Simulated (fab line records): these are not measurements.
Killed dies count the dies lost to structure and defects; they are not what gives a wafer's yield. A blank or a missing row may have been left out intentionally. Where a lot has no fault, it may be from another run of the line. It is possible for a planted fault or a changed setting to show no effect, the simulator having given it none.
Chamber matching || flow n5_finfet || N5_BEOL_M13_ETCH_38 on rie_diel-03 has 4 sister chambers
The step etches SiCN in CF4/N2, target depth 67.5 nm, time 71.9 s. 4 wafers are shown with their chamber, then 10 later ones without.

## EACH WAFER AND ITS CHAMBER
{"wafer": "L093.3", "chamber": 1, "drypump_motor_current_A (A)": 5.7}
{"wafer": "L091.4", "chamber": 2, "drypump_motor_current_A (A)": 5.7}
{"wafer": "L096.1", "chamber": 0, "drypump_motor_current_A (A)": 5.9}
{"wafer": "L096.2", "chamber": 3, "drypump_motor_current_A (A)": 5.5}

## WAFERS WITH NO CHAMBER GIVEN
{"wafer": "L096.3", "drypump_motor_current_A (A)": 5.7}
{"wafer": "L095.1", "drypump_motor_current_A (A)": 5.7}
{"wafer": "L095.2", "drypump_motor_current_A (A)": 5.9}
{"wafer": "L095.4", "drypump_motor_current_A (A)": 5.5}
{"wafer": "L097.4", "drypump_motor_current_A (A)": 5.8}
{"wafer": "L097.5", "drypump_motor_current_A (A)": 5.9}
{"wafer": "L097.6", "drypump_motor_current_A (A)": 5.5}
{"wafer": "L094.1", "drypump_motor_current_A (A)": 5.8}
{"wafer": "L094.4", "drypump_motor_current_A (A)": 5.8}
{"wafer": "L094.5", "drypump_motor_current_A (A)": 5.8}

## EACH ONE'S CHAMBER
{"wafer": "L096.3", "from the rows above": "can't be placed: 1 or 2", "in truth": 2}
{"wafer": "L095.1", "from the rows above": "can't be placed: 1 or 2", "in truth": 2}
{"wafer": "L095.2", "from the rows above": 0, "in truth": 0}
{"wafer": "L095.4", "from the rows above": 3, "in truth": 3}
{"wafer": "L097.4", "from the rows above": "can't be placed: 1 or 2 or 0", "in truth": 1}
{"wafer": "L097.5", "from the rows above": 0, "in truth": 0}
{"wafer": "L097.6", "from the rows above": 3, "in truth": 3}
{"wafer": "L094.1", "from the rows above": "can't be placed: 1 or 2 or 0", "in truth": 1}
{"wafer": "L094.4", "from the rows above": "can't be placed: 1 or 2 or 0", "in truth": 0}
{"wafer": "L094.5", "from the rows above": "can't be placed: 1 or 2 or 0", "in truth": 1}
Correct placement for 4 of the 10. These rows do not allow placing 6 (true chamber among the candidates in 6). Placed wrongly: 0.
How it was worked out, from the rows above alone: a wafer's distance from a chamber is the root of the sum, over the readings, of the square of ((its reading less the chamber's mean) divided by the reading's scatter). The wafer belongs to the nearest chamber; if the next one is less than 2 further off, it can't be placed. The mean given for a chamber averages the wafers shown for that chamber. The scatter: with one shown wafer a chamber, the root of the mean of the squares of how far each hidden wafer lies from its nearest shown one.
